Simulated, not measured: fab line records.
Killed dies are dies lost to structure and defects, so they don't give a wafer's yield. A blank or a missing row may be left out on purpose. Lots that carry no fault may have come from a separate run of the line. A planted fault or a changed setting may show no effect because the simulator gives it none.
Matching of chambers | flow n5 finfet | N5_BEOL_M5_DESCUM_16 on rie diel-06 has 4 sister chambers
The step chemistry O2, time 7 s. 14 wafers are shown with their chamber, then 7 later ones without.

== WAFERS PAIRED WITH THEIR CHAMBERS ==
wafer  | chamber | drypump motor current A (A) | throttle valve pct (%) | showerhead plenum p Torr (Torr)
L075.2 | 0       | 6.5                         | 20.21                  | 2.14
L075.3 | 3       | 5.6                         | 20.67                  | 2.18
L075.5 | 1       | 5.8                         | 20.19                  | 2.02
L079.1 | 2       | 6.7                         | 20.67                  | 1.99
L079.3 | 3       | 5.6                         | 20.69                  | 2.18
L079.4 | 1       | 5.8                         | 20.19                  | 2.01
L081.4 | 3       | 5.6                         | 20.69                  | 2.17
L081.5 | 1       | 5.8                         | 20.19                  | 2.01
L081.6 | 0       | 6.4                         | 20.21                  | 2.14
L086.2 | 1       | 5.8                         | 20.21                  | 2.01
L086.3 | 2       | 6.7                         | 20.69                  | 1.98
L086.4 | 3       | 5.6                         | 20.71                  | 2.17
L090.1 | 0       | 6.4                         | 20.24                  | 2.13
L090.2 | 3       | 5.6                         | 20.70                  | 2.17

SIGNATURES (averages over the wafers above)
reading                  | chamber 0 | chamber 1 | chamber 2 | chamber 3 | scatter within a chamber
drypump motor current A  | 6.433     | 5.800     | 6.700     | 5.600     | 0.0258
throttle valve pct       | 20.2200   | 20.1950   | 20.6800   | 20.6920   | 0.0141
showerhead plenum p Torr | 2.1367    | 2.0125    | 1.9850    | 2.1740    | 0.00558
Rule: for each reading, subtract the chamber's mean from the wafer's reading, divide by that reading's scatter and square the result; add these up over the readings and take the root, which gives the wafer's distance from the chamber. If the next closest chamber is less than 2 further off than the closest, the wafer can't be placed; otherwise it belongs to the closest. The scatter is the square root of a quotient: the sum, over the shown wafers, of each reading's squared deviation from its chamber's mean, divided by wafers minus chambers.

== WAFERS WITHOUT THEIR CHAMBER ==
wafer  | drypump motor current A (A) | throttle valve pct (%) | showerhead plenum p Torr (Torr)
L090.4 | 5.8                         | 20.20                  | 2.01
L088.1 | 5.8                         | 20.19                  | 2.01
L088.3 | 6.7                         | 20.72                  | 1.98
L088.5 | 5.8                         | 20.20                  | 2.01
L097.2 | 5.8                         | 20.22                  | 2.00
L097.4 | 5.6                         | 20.74                  | 2.16
L097.6 | 5.8                         | 20.22                  | 2.00

== CHAMBER TAKEN BY EACH ==
wafer  | from the rows above | in truth
L090.4 | 1                   | 1
L088.1 | 1                   | 1
L088.3 | 2                   | 2
L088.5 | 1                   | 1
L097.2 | 1                   | 1
L097.4 | 3                   | 3
L097.6 | 1                   | 1
Correct placement for 7 of the 7. Left unplaced by these rows: 0. Number placed wrongly: 0.
